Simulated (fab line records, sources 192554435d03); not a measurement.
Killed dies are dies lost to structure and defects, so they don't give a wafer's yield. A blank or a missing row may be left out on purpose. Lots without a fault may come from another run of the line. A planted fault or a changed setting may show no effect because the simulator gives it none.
Chamber matching | flow n5_finfet | N5_BEOL_M10_STRIP_19 on rie_diel-01: 4 sister chambers
The step strips in O2. 24 wafers are shown with their chamber, then 12 later ones without.

WAFERS WITH THEIR CHAMBER
wafer  | chamber | drypump_motor_current_A (A) | throttle_valve_pct (%) | showerhead_plenum_p_Torr (Torr)
L074.3 | 2       | 5.8                         | 16.79                  | 2.07
L074.4 | 2       | 5.8                         | 16.82                  | 2.07
L074.5 | 1       | 6.4                         | 16.53                  | 2.06
L075.3 | 2       | 5.8                         | 16.83                  | 2.06
L075.4 | 1       | 6.3                         | 16.52                  | 2.06
L075.6 | 1       | 6.3                         | 16.53                  | 2.06
L079.1 | 3       | 6.1                         | 16.31                  | 2.03
L079.3 | 1       | 6.3                         | 16.52                  | 2.06
L079.5 | 2       | 5.8                         | 16.83                  | 2.06
L081.1 | 0       | 4.8                         | 16.66                  | 2.05
L081.3 | 3       | 6.1                         | 16.34                  | 2.03
L081.6 | 2       | 5.8                         | 16.81                  | 2.06
L082.1 | 3       | 6.1                         | 16.33                  | 2.03
L082.4 | 0       | 4.8                         | 16.68                  | 2.05
L082.5 | 3       | 6.1                         | 16.34                  | 2.03
L083.3 | 2       | 5.8                         | 16.83                  | 2.06
L083.5 | 0       | 4.8                         | 16.70                  | 2.05
L083.6 | 1       | 6.3                         | 16.56                  | 2.05
L085.2 | 1       | 6.3                         | 16.58                  | 2.05
L085.3 | 3       | 6.0                         | 16.37                  | 2.02
L085.5 | 3       | 6.1                         | 16.36                  | 2.02
L089.1 | 2       | 5.8                         | 16.86                  | 2.06
L089.3 | 3       | 6.1                         | 16.37                  | 2.02
L089.5 | 1       | 6.3                         | 16.56                  | 2.05

SIGNATURES (means of the wafers above)
reading                  | chamber 0 | chamber 1 | chamber 2 | chamber 3 | scatter within a chamber
drypump_motor_current_A  | 4.800     | 6.314     | 5.800     | 6.086     | 0.0293
throttle_valve_pct       | 16.6800   | 16.5429   | 16.8243   | 16.3457   | 0.0222
showerhead_plenum_p_Torr | 2.0500    | 2.0557    | 2.0629    | 2.0257    | 0.00493
Rule: a wafer's distance from a chamber is the root of the sum, over the readings, of the square of ((its reading less the chamber's mean) divided by the reading's scatter). The wafer belongs to the nearest chamber; if the next one is less than 2 further off, it can't be placed. The scatter: the root of (the sum of the squares of (reading less its chamber's mean) over the shown wafers, divided by (wafers less chambers)).

WAFERS WITHOUT THEIR CHAMBER
wafer  | drypump_motor_current_A (A) | throttle_valve_pct (%) | showerhead_plenum_p_Torr (Torr)
L090.1 | 6.3                         | 16.58                  | 2.05
L090.2 | 6.1                         | 16.38                  | 2.02
L090.6 | 6.3                         | 16.57                  | 2.05
L091.1 | 6.1                         | 16.38                  | 2.02
L091.4 | 6.3                         | 16.57                  | 2.05
L091.5 | 5.8                         | 16.87                  | 2.05
L092.2 | 6.1                         | 16.39                  | 2.02
L092.4 | 5.8                         | 16.87                  | 2.05
L092.6 | 5.8                         | 16.89                  | 2.05
L095.4 | 5.8                         | 16.89                  | 2.05
L095.5 | 6.1                         | 16.38                  | 2.02
L095.6 | 4.8                         | 16.74                  | 2.04

WHICH CHAMBER EACH WENT THROUGH
wafer  | from the rows above | in truth
L090.1 | 1                   | 1
L090.2 | 3                   | 3
L090.6 | 1                   | 1
L091.1 | 3                   | 3
L091.4 | 1                   | 1
L091.5 | 2                   | 2
L092.2 | 3                   | 3
L092.4 | 2                   | 2
L092.6 | 2                   | 2
L095.4 | 2                   | 2
L095.5 | 3                   | 3
L095.6 | 0                   | 0
Placed correctly: 12 of 12. Can't be placed from these rows: 0. Placed wrongly: 0.
